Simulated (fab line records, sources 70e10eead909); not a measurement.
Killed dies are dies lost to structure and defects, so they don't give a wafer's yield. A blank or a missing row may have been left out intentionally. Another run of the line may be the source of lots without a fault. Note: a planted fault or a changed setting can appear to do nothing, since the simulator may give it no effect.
Chamber matching | flow nandHarc | NHARC_A_BONDPAD_CMP_19 on cmp-04 has 4 sister chambers
The step polishes, t overpolish 30 s, cu recess touch 16 s, target thk 169.82 nm. 14 wafers are shown with their chamber, then 7 later ones without.

## EACH WAFER AND ITS CHAMBER
wafer  | chamber | motorCurrentA (A) | slurryFilterDpKPa (kPa) | retainingRingPressureFrac
L486.1 | 1       | 12.3              | 13.51                   | 0.999
L486.2 | 3       | 9.0               | 13.51                   | 1.000
L486.4 | 2       | 13.0              | 13.60                   | 1.008
L485.3 | 3       | 9.8               | 13.56                   | 1.007
L485.4 | 2       | 13.3              | 13.49                   | 1.000
L485.6 | 3       | 9.5               | 13.70                   | 0.998
L487.1 | 2       | 13.5              | 13.41                   | 0.998
L487.4 | 1       | 12.4              | 13.37                   | 1.003
L487.6 | 0       | 10.3              | 13.14                   | 0.997
L488.1 | 1       | 13.0              | 13.36                   | 1.006
L488.3 | 0       | 11.3              | 13.58                   | 1.006
L488.5 | 0       | 10.8              | 13.67                   | 0.997
L489.2 | 3       | 9.6               | 13.58                   | 1.001
L489.3 | 2       | 13.3              | 13.49                   | 0.989

SIGNATURES, as means of the wafers listed above
reading                   | chamber 0 | chamber 1 | chamber 2 | chamber 3 | scatter within a chamber
motorCurrentA             | 10.800    | 12.567    | 13.275    | 9.475     | 0.355
slurryFilterDpKPa         | 13.4633   | 13.4133   | 13.4975   | 13.5875   | 0.146
retainingRingPressureFrac | 1.00000   | 1.00267   | 0.99875   | 1.00150   | 0.00554
Rule: for a wafer and a chamber, the distance is found by dividing, reading by reading, the gap between the wafer's reading and the chamber's mean by the reading's scatter, squaring, summing and taking the root. The wafer belongs to the nearest chamber; if the next one is less than 2 further off, it can't be placed. The scatter is the square root of a quotient: the sum, over the shown wafers, of each reading's squared deviation from its chamber's mean, divided by wafers minus chambers.

## WAFERS WITHOUT THEIR CHAMBER
wafer  | motorCurrentA (A) | slurryFilterDpKPa (kPa) | retainingRingPressureFrac
L489.4 | 10.4              | 13.33                   | 1.001
L491.3 | 9.4               | 13.37                   | 0.995
L491.4 | 13.1              | 13.52                   | 1.009
L491.5 | 11.0              | 13.51                   | 0.994
L502.2 | 12.5              | 13.40                   | 0.997
L502.4 | 9.5               | 13.54                   | 1.003
L502.5 | 12.5              | 13.73                   | 1.000

## WHICH CHAMBER EACH ONE RAN IN
wafer  | from the rows above     | in truth
L489.4 | can't be placed: 0 or 3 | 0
L491.3 | 3                       | 3
L491.4 | can't be placed: 2 or 1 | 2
L491.5 | 0                       | 0
L502.2 | can't be placed: 1 or 2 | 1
L502.4 | 3                       | 3
L502.5 | can't be placed: 1 or 2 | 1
Placed correctly: 3 of 7. Can't be placed from these rows: 4 (the true chamber is among the candidates in 4). Wrongly placed: 0.
